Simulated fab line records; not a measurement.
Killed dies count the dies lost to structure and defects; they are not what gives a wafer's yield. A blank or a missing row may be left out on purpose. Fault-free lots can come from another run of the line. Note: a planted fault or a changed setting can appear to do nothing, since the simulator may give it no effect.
fab line records -- flow n5-finfet
[record] lots = 6, wafers = 18, last-day = 19
route steps=1938 shown FIN_SAQP@107 BEOL_M4@1111 PASSIVATION@1936
lots untouched by any fault: they come from a run of this same line in which no faults occurred
start-h: hours from the record's first day to the start of the lot's first wafer shown -- wait-h: hours since the lot's step before -- " same as the row above -- L1.1+2: a single row standing in for several wafers -- - value missing, or start not given -- * or withheld: withheld -- < > ~ a bound
route shown NAME@n: a module of which the file shows steps, and the number in the route of the first -- usual: mean and standard deviation over wafers with no fault -- same: alike in all rows -- chamber/n: place in a boat -- sites: each site's reading -- _std_site: the values' standard deviation -- _edge_site: mean of outer sites minus mean of inner sites -- radius-mm: for every site, how far away it sits from the centre of the wafer -- mask NAME#n: copy n -- behind: the last tool/chamber to shape the wafer -- hold: reason for holding the lot/hours on hold/outcome of the hold -- device: whichever transistor did not switch (one of n, p or np) -- end of line: the tests these same wafers got at the end of their route -- for a step that has no rows: nothing shown but its recipe -- killed: the dies lost at the first sort to structure and to defects; this is not the yield of the wafer -- map: dies across one wafer; x = killed, . = not, _ = none there
set.NAME: setting as actually run; set.NAME@STEP: the setting as run at that earlier step -- model.NAME: the simulator's own value behind a step, which no gauge read
lots at some steps of the route; a table a step, a row a wafer
services: a tool's chamber out of use, with start hour (start-h, from the record's first day; less than 0 if before it), hours out, and reason
[[steps]]
[step N5_FIN_SAQP_SOFTBAKE_11]
[recipe] temp-c = 110, time-s = 60, resist = CAR-ArF
[step N5_FIN_SAQP_EXPOSE_13]
[recipe] mask-id = FIN_CORE, na = 1.35, source-shape = dipole, sigma-inner = 0.538, sigma-outer = 0.738, polarization = te, target-cd-nm = 35.6, dose-mj = 63.25
[step N5_FIN_SAQP_PEB_14]
[recipe] peb-temp-c = withheld, peb-time-s = 60, resist = CAR-ArF
[step N5_FIN_SAQP_DEVELOP_15]
[recipe] develop-time-s = 30, developer = TMAH, resist = CAR-ArF, dev-temp-c = 23, rinse-liquid = diw, dry = air-spin
[step N5_FIN_SAQP_CD_MEAS_16]
[recipe] target-cd-nm = 35.6, landing-energy-ev = 500, detector = se-inlens
[usual] cd-nm = 35.7/0.37
lot.wafer,tool,chamber,start-h,wait-h,cd-nm
L541.1,cd-sem-03,0,35.29,-,35.2
L541.2,cd-sem-03,0,35.29,-,35.2
L541.5,cd-sem-03,0,35.29,-,35.7
L544.2,cd-sem-02,0,52.96,-,36.3
L544.5,cd-sem-02,0,52.96,-,35.7
L544.6,cd-sem-02,0,52.96,-,36.4
L549.2,cd-sem-02,0,82.47,-,35.5
L549.4,cd-sem-02,0,82.47,-,35.5
L549.5,cd-sem-02,0,82.47,-,35.5
L559.1,cd-sem-02,0,141.70,-,35.5
L559.2,cd-sem-02,0,141.70,-,35.7
L559.3,cd-sem-02,0,141.70,-,35.0
L560.3,cd-sem-03,0,147.51,-,35.7
L560.5,cd-sem-03,0,147.51,-,35.6
L560.6,cd-sem-03,0,147.51,-,35.5
L561.1,cd-sem-02,0,154.71,-,35.2
L561.3,cd-sem-02,0,154.71,-,35.5
L561.4,cd-sem-02,0,154.71,-,35.7
[step N5_FIN_SAQP_OVL_MEAS_17]
[recipe] points-per-wafer = 44
[usual] FIN_CORE_OVL = -0.2/0.95
lot.wafer,tool,chamber,start-h,wait-h,FIN_CORE_OVL[nm]
L541.1,overlay-01,0,35.33,0.0,-0.3
L541.2,overlay-01,0,35.33,0.0,-3.1
L541.5,overlay-01,0,35.33,0.0,-1.1
L544.2,overlay-01,0,52.99,0.0,-0.1
L544.5,overlay-01,0,52.99,0.0,0.6
L544.6,overlay-01,0,52.99,0.0,0.7
L549.2,overlay-02,0,82.51,0.0,-0.6
L549.4,overlay-02,0,82.51,0.0,-0.2
L549.5,overlay-02,0,82.51,0.0,-0.7
L559.1,overlay-01,0,141.74,0.0,1.0
L559.2,overlay-01,0,141.74,0.0,0.7
L559.3,overlay-01,0,141.74,0.0,-0.2
L560.3,overlay-01,0,147.54,0.0,0.0
L560.5,overlay-01,0,147.54,0.0,-1.5
L560.6,overlay-01,0,147.54,0.0,0.3
L561.1,overlay-01,0,154.75,0.0,-1.2
L561.3,overlay-01,0,154.75,0.0,-1.6
L561.4,overlay-01,0,154.75,0.0,0.9
[step N5_FIN_SAQP_INSPECT_18]
[recipe] mode = adi, inspect-instrument = brightfield
[usual] raw-defect-count = 426/130
lot.wafer,tool,chamber,start-h,wait-h,raw-defect-count
L541.1,defect-inspect-01,-,35.36,0.0,558
L541.2,defect-inspect-01,-,35.36,0.0,438
L541.5,defect-inspect-01,-,35.36,0.0,297
L544.2,defect-inspect-02,-,53.02,0.0,383
L544.5,defect-inspect-02,-,53.02,0.0,232
L544.6,defect-inspect-02,-,53.02,0.0,549
L549.2,defect-inspect-01,-,82.54,0.0,374
L549.4,defect-inspect-01,-,82.54,0.0,378
L549.5,defect-inspect-01,-,82.54,0.0,473
L559.1,defect-inspect-01,-,141.76,0.0,469
L559.2,defect-inspect-01,-,141.76,0.0,505
L559.3,defect-inspect-01,-,141.76,0.0,290
L560.3,defect-inspect-01,-,147.57,0.0,462
L560.5,defect-inspect-01,-,147.57,0.0,362
L560.6,defect-inspect-01,-,147.57,0.0,409
L561.1,defect-inspect-01,-,154.78,0.0,344
L561.3,defect-inspect-01,-,154.78,0.0,444
L561.4,defect-inspect-01,-,154.78,0.0,432
[step N5_FIN_SAQP_DESCUM_21]
[recipe] chemistry = O2, time-s = 7.9, source-power-w = 50, bias-power-w = 20, pressure-mtorr = 20, rf-frequency-hz = 2.712e+07, temp-c = 40, resist = CAR-ArF, o2-flow-sccm = 225
[usual] drypump-motor-current-A = 5.7/0.4, oes-product-au = 0.80/0.094, rf-vpp-V = 243.8/1.3, showerhead-plenum-p-Torr = 2.13/0.07, throttle-valve-pct = 20.52/0.2
lot.wafer,tool,chamber,start-h,wait-h,drypump-motor-current-A,oes-product-au,rf-hours-counter-h,rf-vpp-V,showerhead-plenum-p-Torr,throttle-valve-pct
L541.1,rie-diel-03,2,35.39,0.0,5.2,0.71,221,244.8,2.14,20.48
L541.2,rie-diel-03,0,35.39,0.0,5.5,0.76,129,244.1,2.11,20.63
L541.5,rie-diel-03,1,35.39,0.0,5.4,0.73,-,244.0,2.17,20.61
L544.2,rie-diel-02,1,53.05,0.0,5.4,0.98,0,243.1,2.16,20.19
L544.5,rie-diel-02,2,53.05,0.0,5.5,0.86,-,244.3,2.21,20.28
L544.6,rie-diel-02,1,53.05,0.0,5.4,0.98,-,244.3,2.16,20.20
L549.2,rie-diel-05,2,82.57,0.0,6.6,0.94,14,244.0,2.07,20.62
L549.4,rie-diel-05,0,82.57,0.0,5.7,0.74,173,243.3,2.17,20.38
L549.5,rie-diel-05,1,82.57,0.0,5.9,0.90,-,242.0,2.03,20.20
L559.1,rie-diel-02,2,142.33,0.6,5.5,0.82,78,246.3,2.20,20.32
L559.2,rie-diel-02,0,142.33,0.6,6.3,0.93,23,246.2,2.25,20.45
L559.3,rie-diel-02,1,142.33,0.6,5.3,0.89,34,243.1,2.15,20.22
L560.3,rie-diel-02,2,147.60,0.0,5.5,0.82,80,245.7,2.20,20.33
L560.5,rie-diel-02,0,147.60,0.0,6.3,0.93,-,245.5,2.25,20.45
L560.6,rie-diel-02,1,147.60,0.0,5.4,0.89,-,243.8,2.15,20.24
L561.1,rie-diel-02,3,154.81,0.0,5.6,0.72,186,240.7,2.00,20.76
L561.3,rie-diel-02,0,154.81,0.0,6.3,0.92,28,244.9,2.25,20.46
L561.4,rie-diel-02,2,154.81,0.0,5.5,0.82,82,245.2,2.20,20.33
[step N5_FIN_SAQP_ETCH_51]
[recipe] chemistry = CF4, target = SiARC, target-depth-a = 455, mask-material = CAR-ArF, time-s = 75.8, ion-energy-ev = 80, pressure-mtorr = 40, source-w = 545, bias-w = 36, Ar_flow_sccm = 100, cf4-flow-sccm = 100, ends = cleared
[usual] drypump-motor-current-A = 5.7/0.4, etch-rf-on-time-s = 76/3.3, mfc-ar-sccm = 100.0/0.33, oes-product-au = 0.68/0.087, rf-vpp-V = 184.6/1.2, showerhead-plenum-p-Torr = 2.17/0.066, throttle-valve-pct = 15.64/0.24
lot.wafer,tool,chamber,start-h,wait-h,drypump-motor-current-A,etch-rf-on-time-s,mfc-ar-sccm,oes-product-au,rf-hours-counter-h,rf-vpp-V,showerhead-plenum-p-Torr,throttle-valve-pct
L541.1,rie-diel-03,2,35.43,0.0,5.2,72,99.9,0.62,221,186.7,2.21,15.79
L541.2,rie-diel-03,0,35.43,0.0,5.5,77,100.2,0.64,129,185.4,2.14,15.66
L541.5,rie-diel-03,1,35.43,0.0,5.4,82,100.4,0.60,-,185.5,2.22,15.87
L544.2,rie-diel-02,1,53.09,0.0,5.4,72,100.1,0.86,0,185.1,2.20,15.20
L544.5,rie-diel-02,2,53.09,0.0,5.5,72,100.2,0.76,-,184.9,2.23,15.36
L544.6,rie-diel-02,1,53.09,0.0,5.4,71,100.0,0.87,-,185.4,2.20,15.23
L549.2,rie-diel-05,2,82.61,0.0,6.6,76,100.4,0.79,14,183.3,2.11,15.61
L549.4,rie-diel-05,0,82.61,0.0,5.6,74,100.9,0.65,173,184.8,2.20,15.52
L549.5,rie-diel-05,1,82.61,0.0,5.9,75,100.0,0.77,-,183.1,2.09,15.42
L559.1,rie-diel-02,2,142.36,0.0,5.5,73,100.0,0.71,78,186.0,2.22,15.43
L559.2,rie-diel-02,0,142.36,0.0,6.2,72,100.4,0.80,23,186.0,2.24,15.31
L559.3,rie-diel-02,1,142.36,0.0,5.4,70,100.0,0.78,34,184.6,2.19,15.29
L560.3,rie-diel-02,2,147.64,0.0,5.5,73,99.9,0.71,80,185.2,2.22,15.44
L560.5,rie-diel-02,0,147.64,0.0,6.3,72,99.9,0.79,-,185.1,2.24,15.31
L560.6,rie-diel-02,1,147.64,0.0,5.4,70,100.0,0.78,-,185.2,2.19,15.29
L561.1,rie-diel-02,3,154.85,0.0,5.6,76,100.5,0.61,186,182.8,2.04,15.80
L561.3,rie-diel-02,0,154.85,0.0,6.2,73,99.6,0.78,28,186.6,2.24,15.30
L561.4,rie-diel-02,2,154.85,0.0,5.5,73,99.7,0.70,82,185.5,2.22,15.43
[step N5_FIN_SAQP_ETCH_52]
[recipe] chemistry = N2/H2, target = SOC, target-depth-a = 1000, overetch-a = 200, mask-material = SiARC, temp-c = 40, time-s = 150, ion-energy-ev = 200, pressure-mtorr = 30, source-w = 840, bias-w = 150, n2-flow-sccm = 200, h2-flow-sccm = 200, ends = end-point
[usual] drypump-motor-current-A = 5.7/0.39, h2-flow-sccm = 200.1/0.49, oes-product-au = 0.71/0.08, rf-vpp-V = 525.0/2.5, showerhead-plenum-p-Torr = 2.59/0.085, throttle-valve-pct = 17.89/0.22
lot.wafer,tool,chamber,start-h,wait-h,drypump-motor-current-A,h2-flow-sccm,oes-product-au,rf-hours-counter-h,rf-vpp-V,showerhead-plenum-p-Torr,throttle-valve-pct
L541.1,rie-diel-03,2,35.48,0.0,5.2,199.5,0.63,221,524.6,2.62,17.98
L541.2,rie-diel-03,0,35.48,0.0,5.5,200.6,0.68,129,523.9,2.54,17.93
L541.5,rie-diel-03,1,35.48,0.0,5.4,200.0,0.66,-,526.3,2.64,18.03
L544.2,rie-diel-02,1,53.14,0.0,5.3,200.0,0.87,0,525.4,2.61,17.50
L544.5,rie-diel-02,2,53.14,0.0,5.5,200.5,0.77,-,527.7,2.69,17.77
L544.6,rie-diel-02,1,53.14,0.0,5.4,200.0,0.87,-,525.3,2.61,17.49
L549.2,rie-diel-05,2,82.66,0.0,6.6,200.0,0.82,14,522.6,2.49,17.82
L549.4,rie-diel-05,0,82.66,0.0,5.6,199.7,0.67,173,525.7,2.66,17.95
L549.5,rie-diel-05,1,82.66,0.0,5.9,200.2,0.81,-,521.9,2.48,17.71
L559.1,rie-diel-02,2,142.42,0.0,5.5,200.7,0.74,78,527.0,2.68,17.83
L559.2,rie-diel-02,0,142.42,0.0,6.2,200.3,0.81,24,529.0,2.69,17.48
L559.3,rie-diel-02,1,142.42,0.0,5.4,199.6,0.78,34,524.2,2.59,17.54
L560.3,rie-diel-02,2,147.69,0.0,5.5,200.0,0.74,80,527.5,2.67,17.82
L560.5,rie-diel-02,0,147.69,0.0,6.3,200.4,0.80,-,528.6,2.69,17.48
L560.6,rie-diel-02,1,147.69,0.0,5.4,199.7,0.78,-,524.2,2.59,17.57
L561.1,rie-diel-02,3,154.90,0.0,5.7,199.8,0.65,186,520.3,2.43,18.28
L561.3,rie-diel-02,0,154.90,0.0,6.3,199.8,0.80,28,527.7,2.69,17.49
L561.4,rie-diel-02,2,154.90,0.0,5.5,198.5,0.73,82,528.0,2.67,17.84
[step N5_FIN_SAQP_STRIP_53]
[recipe] chemistry = N2/H2, temp-c = 40, n2-flow-sccm = 200, h2-flow-sccm = 200, rf-frequency-hz = 6e+07
[step N5_FIN_SAQP_HM_OPEN_73]
[recipe] chemistry = CHF3/O2, target = SiO2, stop-on = a-Si, target-depth-a = 120, over-etch-frac = 1.8, mask-material = SOC, time-s = 16.8, pressure-mtorr = 30, source-w = 650, bias-w = 170, Ar_flow_sccm = 200, CHF3_flow_sccm = 50, O2_flow_sccm = 5, ion-energy-ev = 200, ends = end-point
[usual] drypump-motor-current-A = 5.7/0.39, mfc-ar-sccm = 199.9/0.6, oes-product-au = 0.48/0.053, rf-vpp-V = 532/16, showerhead-plenum-p-Torr = 2.45/0.075, throttle-valve-pct = 18.87/0.25
lot.wafer,tool,chamber,start-h,wait-h,drypump-motor-current-A,mfc-ar-sccm,oes-product-au,rf-hours-counter-h,rf-vpp-V,showerhead-plenum-p-Torr,throttle-valve-pct
L541.1,rie-diel-03,2,35.59,0.0,5.2,199.2,0.42,221,511,2.48,18.99
L541.2,rie-diel-03,0,35.59,0.0,5.5,200.0,0.45,129,566,2.44,19.05
L541.5,rie-diel-03,1,35.59,0.0,5.5,199.8,0.44,-,541,2.50,19.03
L544.2,rie-diel-02,1,53.25,0.0,5.4,199.8,0.58,0,524,2.45,18.34
L544.5,rie-diel-02,2,53.25,0.0,5.5,200.7,0.52,-,510,2.53,18.63
L544.6,rie-diel-02,1,53.25,0.0,5.4,199.8,0.59,-,524,2.45,18.35
L549.2,rie-diel-05,2,82.77,0.0,6.6,199.7,0.55,14,522,2.37,18.88
L549.4,rie-diel-05,0,82.77,0.0,5.6,199.9,0.45,173,518,2.49,18.73
L549.5,rie-diel-05,1,82.77,0.0,5.9,200.4,0.55,-,529,2.35,18.65
L559.1,rie-diel-02,2,142.53,0.0,5.5,200.1,0.50,78,508,2.52,18.70
L559.2,rie-diel-02,0,142.53,0.0,6.3,200.5,0.55,24,531,2.53,18.55
L559.3,rie-diel-02,1,142.53,0.0,5.4,200.5,0.51,34,524,2.44,18.40
L560.3,rie-diel-02,2,147.80,0.0,5.5,200.1,0.49,80,511,2.52,18.69
L560.5,rie-diel-02,0,147.80,0.0,6.3,199.9,0.55,-,531,2.53,18.54
L560.6,rie-diel-02,1,147.80,0.0,5.4,199.6,0.52,-,525,2.44,18.41
L561.1,rie-diel-02,3,155.01,0.0,5.6,199.5,0.43,186,534,2.30,19.07
L561.3,rie-diel-02,0,155.01,0.0,6.3,199.7,0.54,28,532,2.53,18.55
L561.4,rie-diel-02,2,155.01,0.0,5.5,199.4,0.49,83,510,2.51,18.69
[step N5_FIN_SAQP_STRIP_74]
[recipe] chemistry = CHF3/O2, resist = SiARC, rf-frequency-hz = 6e+07
lot.wafer,tool,chamber,start-h,wait-h,model.SiARC_of_FIN_SAQP_COAT_50.thk-nm
L541.1+2+5,rie-diel-03,"2,0,1",35.64,0.0,0
L544.2+5+6,rie-diel-02,"1,2,1",53.30,0.0,0
L549.2+4+5,rie-diel-05,"2,0,1",82.82,0.0,0
L559.1,rie-diel-02,2,142.58,0.0,4.714
L559.2,rie-diel-02,0,142.58,0.0,3.558
L559.3,rie-diel-02,1,142.58,0.0,3.482
L560.3,rie-diel-02,2,147.85,0.0,5.207
L560.5,rie-diel-02,0,147.85,0.0,3.485
L560.6,rie-diel-02,1,147.85,0.0,3.702
L561.1+3+4,rie-diel-02,"3,0,2",155.06,0.0,0
[step N5_FIN_SAQP_MANDREL_ETCH_22]
[recipe] target-depth-a = 600, chemistry = HBr/Cl2, target = a-Si, stop-on = SiNx, bt-time-s = 10, over-etch-frac = 0.5, time-s = 30, pressure-mtorr = 10, icp-w = 800, bias-w = 75, HBr_flow_sccm = 150, Cl2_flow_sccm = 80, ends = end-point
[usual] drypump-motor-current-A = 5.7/0.39, oes-product-au = 0.776/0.014, throttle-valve-pct = 35.50/0.28
lot.wafer,tool,chamber,start-h,wait-h,drypump-motor-current-A,oes-product-au,rf-hours-counter-h,throttle-valve-pct
L541.1,rie-si-02,3,35.67,0.0,5.6,0.757,205,35.00
L541.2,rie-si-02,0,35.67,0.0,5.9,0.746,108,35.34
L541.5,rie-si-02,0,35.67,0.0,6.0,0.758,-,35.30
L544.2,rie-si-06,3,53.33,0.0,5.6,0.782,96,35.52
L544.5,rie-si-06,2,53.33,0.0,5.7,0.796,-,35.31
L544.6,rie-si-06,1,53.33,0.0,6.1,0.781,-,35.96
L549.2,rie-si-06,2,82.85,0.0,5.7,0.791,26,35.33
L549.4,rie-si-06,0,82.85,0.0,6.2,0.793,84,35.50
L549.5,rie-si-06,3,82.85,0.0,5.6,0.766,-,35.53
L559.1,rie-si-04,2,142.61,0.0,4.8,0.768,183,35.86
L559.2,rie-si-04,0,142.61,0.0,4.9,0.778,97,36.23
L559.3,rie-si-04,3,142.61,0.0,6.1,0.744,112,35.50
L560.3,rie-si-02,2,147.88,0.0,5.6,0.769,49,35.26
L560.5,rie-si-02,1,147.88,0.0,5.3,0.773,-,35.46
L560.6,rie-si-02,0,147.88,0.0,6.0,0.762,-,35.32
L561.1,rie-si-02,3,155.10,0.0,5.6,0.768,1,35.17
L561.3,rie-si-02,0,155.10,0.0,5.9,0.749,110,35.33
L561.4,rie-si-02,1,155.10,0.0,5.2,0.772,18,35.46
[step N5_BEOL_M4_RC_MEAS_101]
[usual] DIBL_N = 36.1/2.5, DIBL_P = 36/3.3, IOFF_N = 0.16/0.046, IOFF_P = 0.20/0.051, ION_N = 676/16, ION_P = 462/11, SS_N = 71.6/0.87, SS_P = 73.2/0.86, VT_N = 251/4.4, VT_P = -252/4.6
lot.wafer,tool,chamber,start-h,wait-h,DIBL_N[mV/V],DIBL_P[mV/V],IOFF_N[nA/um],IOFF_P[nA/um],ION_N[uA/um],ION_P[uA/um],SS_N[mV/dec],SS_P[mV/dec],VT_N[mV],VT_P[mV]
L541.1,prober-02,0,208.11,0.0,33.1,28,0.09,0.12,643,441,71.2,71.2,258,-258
L541.2,prober-02,0,208.11,0.0,43.4,43,0.31,0.33,698,473,73.0,75.3,241,-244
L541.5,prober-02,0,208.11,0.0,34.4,32,0.11,0.15,652,453,71.1,71.8,256,-256
L544.2,prober-01,0,228.01,0.2,30.0,29,0.08,0.13,649,451,70.1,71.9,263,-258
L544.5,prober-01,0,228.01,0.2,34.7,35,0.13,0.20,676,470,71.2,73.3,252,-248
L544.6,prober-01,0,228.01,0.2,32.4,32,0.10,0.16,663,458,71.0,72.8,260,-253
L549.2,prober-02,0,266.54,0.2,35.3,35,0.13,0.18,668,463,70.7,73.1,256,-251
L549.4,prober-02,0,266.54,0.2,39.8,41,0.22,0.31,678,467,72.0,74.5,248,-244
L549.5,prober-02,0,266.54,0.2,36.5,36,0.18,0.21,697,474,71.0,73.0,246,-248
L559.1,prober-02,0,327.35,0.0,35.7,32,0.16,0.18,658,453,72.9,71.8,251,-250
L559.2,prober-02,0,327.35,0.0,33.7,33,0.12,0.18,676,468,70.4,71.8,253,-250
L559.3,prober-02,0,327.35,0.0,37.2,38,0.20,0.27,698,480,71.8,74.4,245,-244
L560.3,prober-02,0,335.39,0.3,37.6,39,0.17,0.28,681,480,71.7,73.8,248,-241
L560.5,prober-02,0,335.39,0.3,35.5,35,0.14,0.20,650,454,71.9,72.3,255,-249
L560.6,prober-02,0,335.39,0.3,41.5,43,0.26,0.36,697,485,72.4,75.0,246,-240
L561.1,prober-01,0,338.58,0.0,36.7,37,0.15,0.23,673,473,71.3,73.0,253,-248
L561.3,prober-01,0,338.58,0.0,37.5,38,0.16,0.25,672,464,72.2,73.6,250,-249
L561.4,prober-01,0,338.58,0.0,36.4,37,0.15,0.23,672,471,72.6,73.7,251,-249
[step N5_PASSIVATION_PROBE_49]
[usual] defect-limited-yield = 91.0/1.4, killed_at_M0_to_M3 = 34/10, killed_at_M4_up = 15/5.5, killed-at-contacts = 12/6.1, killed-at-front-end = 41/12, killed-at-other = 4/3.4, killed-dies = 106/17, killed-open = 70/13, killed-short = 34/7.4, sort_bin_4_leakage = 0.01/0.065, sort_bin_5_function = 5.3/1, sort_bin_6_memory = 3.4/0.69, sort_bin_8_speed = 0.03/0.22, sort-n-pass = 1073/17, sort-yield-pct = 91.0/1.4
[same] gross-dies = 1180, killed-at-back-side = 0
lot.wafer,tool,chamber,start-h,wait-h,defect-limited-yield[%],killed_at_M0_to_M3,killed_at_M4_up,killed-at-contacts,killed-at-front-end,killed-at-other,killed-dies,killed-open,killed-short,sort_bin_4_leakage[%],sort_bin_5_function[%],sort_bin_6_memory[%],sort_bin_8_speed[%],sort-n-pass,sort-yield-pct[%]
L541.1,prober-01,-,309.14,0.0,92.7,31,17,8,29,1,86,54,29,0,4.0,3.1,0.17,1092,92.5
L541.2,prober-01,-,309.19,0.1,90.6,37,28,8,37,1,111,75,31,0.76,5.3,3.7,0,1060,89.8
L541.5,prober-01,-,309.34,0.2,89.7,29,14,8,61,9,121,80,37,0,5.9,4.2,0,1059,89.7
L544.2,prober-02,-,333.11,0.1,92.5,34,10,16,26,3,89,65,23,0,4.2,3.2,0,1091,92.5
L544.5,prober-02,-,333.26,0.2,91.8,52,9,7,25,4,97,71,26,0,5.0,3.0,0,1083,91.8
L544.6,prober-02,-,333.31,0.3,90.7,50,8,13,36,3,110,64,46,0,5.3,3.6,0,1070,90.7
L549.2,prober-02,-,381.98,0.1,91.0,38,23,1,40,4,106,61,39,0,4.5,3.7,0,1074,91.0
L549.4,prober-02,-,382.08,0.2,92.6,38,10,1,38,0,87,60,26,0,4.7,2.5,0,1093,92.6
L549.5,prober-02,-,382.13,0.2,91.9,42,13,7,31,3,96,56,38,0,5.8,2.2,0,1084,91.9
L559.1,prober-02,-,436.02,0.0,91.9,13,29,8,36,9,95,58,29,0,4.3,2.9,0,1085,91.9
L559.2,prober-02,-,436.07,0.1,91.2,33,20,6,44,1,104,69,35,0,5.2,3.5,0,1076,91.2
L559.3,prober-02,-,436.12,0.1,91.4,20,20,10,50,2,102,69,32,0,5.3,2.9,0,1078,91.4
L561.1,prober-02,-,452.08,0.0,92.0,33,21,9,29,2,94,59,30,0,5.0,2.5,0,1086,92.0
L561.3,prober-02,-,452.18,0.1,92.3,35,21,10,22,3,91,64,20,0,4.2,2.8,0,1089,92.3
L561.4,prober-02,-,452.23,0.2,91.5,33,17,12,32,6,100,63,34,0,5.1,2.9,0,1080,91.5
// killed by level:class
L541.1 BEOL_M0_SAQP:geometric-particle:short=9 MOL_CONTACT_COAG:geometric-particle:open=7 BEOL_M1:geometric-particle:open=6 BEOL_M4:geometric-particle:open=6 BEOL_M0_SAQP:geometric-particle:open=5 FIN_SAQP:geometric-particle:open=4 FIN_SAQP:geometric-particle:short=4 STI_FIN_REVEAL:geometric-particle:open=4
L541.2 BEOL_M4:geometric-particle:open=16 BEOL_M2:geometric-particle:open=10 BEOL_M0_SAQP:geometric-particle:open=9 STI_FIN_REVEAL:geometric-particle:open=8 BEOL_M0_SAQP:geometric-particle:short=8 MOL_CONTACT_COAG:geometric-particle:open=6 FIN_SAQP:geometric-particle:open=4 FIN_SAQP:geometric-particle:short=3
L541.5 GATE_CUT:geometric-particle:short=15 BEOL_M2:geometric-particle:open=15 STI_FIN_REVEAL:geometric-particle:open=14 GATE_CUT:geometric-particle:open=7 DUMMY_GATE:geometric-particle:open=6 MOL_CONTACT_COAG:geometric-particle:open=6 BEOL_M4:geometric-particle:open=6 STARTING-WAFER:geometric-particle:open=5
L544.2 MOL_CONTACT_COAG:geometric-particle:open=14 BEOL_M0_SAQP:geometric-particle:short=8 BEOL_M0_SAQP:geometric-particle:open=7 FIN_SAQP:geometric-particle:open=6 BEOL_M2:geometric-particle:open=6 STI_FIN_REVEAL:geometric-particle:open=5 DUMMY_GATE:geometric-particle:open=5 BEOL_M6:geometric-particle:open=5
L544.5 BEOL_M0_SAQP:geometric-particle:open=14 BEOL_M1:geometric-particle:open=10 BEOL_M2:geometric-particle:open=8 STI_FIN_REVEAL:geometric-particle:open=7 MOL_CONTACT_COAG:geometric-particle:open=7 BEOL_M0_SAQP:geometric-particle:short=6 BEOL_M4:geometric-particle:open=6 FIN_SAQP:geometric-particle:open=5
L544.6 BEOL_M0_SAQP:geometric-particle:short=15 BEOL_M0_SAQP:geometric-particle:open=9 MOL_CONTACT_COAG:geometric-particle:open=8 FIN_SAQP:geometric-particle:open=7 BEOL_M3:geometric-particle:open=7 STI_FIN_REVEAL:geometric-particle:open=6 MOL_CONTACT_COAG:geometric-particle:short=5 BEOL_M2:geometric-particle:open=5
L549.2 BEOL_M2:geometric-particle:open=10 STI_FIN_REVEAL:geometric-particle:open=9 FIN_SAQP:geometric-particle:short=8 BEOL_M4:geometric-particle:open=7 BEOL_M0_SAQP:geometric-particle:open=7 BEOL_M1:geometric-particle:open=7 BEOL_M0_SAQP:geometric-particle:short=6 BEOL_M5:geometric-particle:open=6
L549.4 STI_FIN_REVEAL:geometric-particle:open=16 BEOL_M2:geometric-particle:open=12 FIN_SAQP:geometric-particle:short=8 BEOL_M3:geometric-particle:open=6 BEOL_M0_SAQP:geometric-particle:open=5 BEOL_M1:geometric-particle:open=4 FIN_SAQP:geometric-particle:open=3 STI_FIN_REVEAL:geometric-particle:short=3
L549.5 BEOL_M2:geometric-particle:open=13 BEOL_M0_SAQP:geometric-particle:short=7 FIN_SAQP:geometric-particle:open=6 STI_FIN_REVEAL:geometric-particle:open=6 BEOL_M3:geometric-particle:short=6 MOL_CONTACT_COAG:geometric-particle:open=5 FIN_SAQP:geometric-particle:short=4 BEOL_M4:geometric-particle:open=4
L559.1 BEOL_M4:geometric-particle:open=13 STI_FIN_REVEAL:geometric-particle:open=8 MOL_CONTACT_COAG:geometric-particle:open=7 HKMG_FIN:area-etch=7 BEOL_M4:geometric-particle:short=6 FIN_SAQP:geometric-particle:open=4 FIN_SAQP:geometric-particle:short=4 BEOL_M0_SAQP:geometric-particle:open=4
L559.2 STI_FIN_REVEAL:geometric-particle:open=13 BEOL_M1:geometric-particle:open=11 BEOL_M4:geometric-particle:open=10 FIN_SAQP:geometric-particle:short=8 FIN_SAQP:geometric-particle:open=8 MOL_CONTACT_COAG:geometric-particle:open=6 BEOL_M2:geometric-particle:open=6 STI_FIN_REVEAL:geometric-particle:short=5
L559.3 STI_FIN_REVEAL:geometric-particle:open=15 FIN_SAQP:geometric-particle:open=10 MOL_CONTACT_COAG:geometric-particle:open=8 GATE_CUT:geometric-particle:short=7 BEOL_M3:geometric-particle:open=7 BEOL_M4:geometric-particle:open=7 FIN_SAQP:geometric-particle:short=5 BEOL_M4:geometric-particle:short=5
L561.1 BEOL_M4:geometric-particle:open=16 BEOL_M0_SAQP:geometric-particle:short=13 BEOL_M2:geometric-particle:open=9 MOL_CONTACT_COAG:geometric-particle:open=8 FIN_SAQP:geometric-particle:open=5 FIN_SAQP:geometric-particle:short=5 GATE_CUT:geometric-particle:open=5 HKMG_FIN:area-etch=5
L561.3 BEOL_M4:geometric-particle:open=14 BEOL_M0_SAQP:geometric-particle:open=11 MOL_CONTACT_COAG:geometric-particle:open=10 BEOL_M3:geometric-particle:open=8 BEOL_M0_SAQP:geometric-particle:short=7 HKMG_FIN:area-etch=7 FIN_SAQP:geometric-particle:open=4 BEOL_M1:geometric-particle:open=4
L561.4 BEOL_M3:geometric-particle:open=12 MOL_CONTACT_COAG:geometric-particle:open=10 BEOL_M4:geometric-particle:open=8 FIN_SAQP:geometric-particle:open=7 BEOL_M0_SAQP:geometric-particle:short=7 BEOL_M0_SAQP:geometric-particle:open=7 BEOL_M4:geometric-particle:short=5 PASS1_CAP:geometric-particle:open=4
[[services]]
tool,chamber,start-h,hours,kind
rie-diel-02,-,13.53,2.8,pm
rie-diel-03,0,17.17,2.0,repair
rie-diel-05,2,20.97,-,clean
rie-diel-05,2,20.97,-,consumable-replace:focus-ring
rie-diel-02,1,37.31,-,clean
rie-diel-02,1,37.31,-,consumable-replace:focus-ring
rie-diel-02,1,37.31,13.7,scheduled-down
rie-diel-02,1,37.31,13.7,vent-cycle
rie-si-02,2,38.37,5.5,repair
rie-diel-02,0,51.29,-,clean
rie-diel-02,0,51.29,-,consumable-replace:focus-ring
rie-diel-02,0,51.29,-,consumable-replace:showerhead
rie-diel-02,0,51.29,20.3,scheduled-down
rie-diel-02,0,51.29,20.3,vent-cycle
rie-diel-05,1,57.46,4.4,repair
rie-diel-03,1,80.63,1.5,repair
rie-si-02,-,83.97,1.2,repair
rie-si-02,2,88.88,2.9,repair
rie-diel-03,-,89.00,0.2,repair
rie-si-02,0,126.25,4.9,repair
rie-si-02,3,132.27,17.1,repair
rie-diel-05,-,137.49,0.3,repair
rie-si-04,-,145.91,2.8,pm
rie-si-06,1,147.45,1.4,repair
[[key]]
first-sign none at tools or gauges
[model-effect] step = N5_FIN_SAQP_STRIP_74, value = SiARC_of_FIN_SAQP_COAT_50.thk-nm, without = 0, struck = 4.025
met-at N5_FIN_SAQP_STRIP_74
struck-wafers L559.1,L559.2,L559.3,L560.3,L560.5,L560.6
onset-between 53.30 142.58
[fault] kind = skipped-step-whole, tool = rie-diel-02, chamber = -, onset-h = 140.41, steps = N5_FIN_SAQP_STRIP_74, scope = struck-lots-only
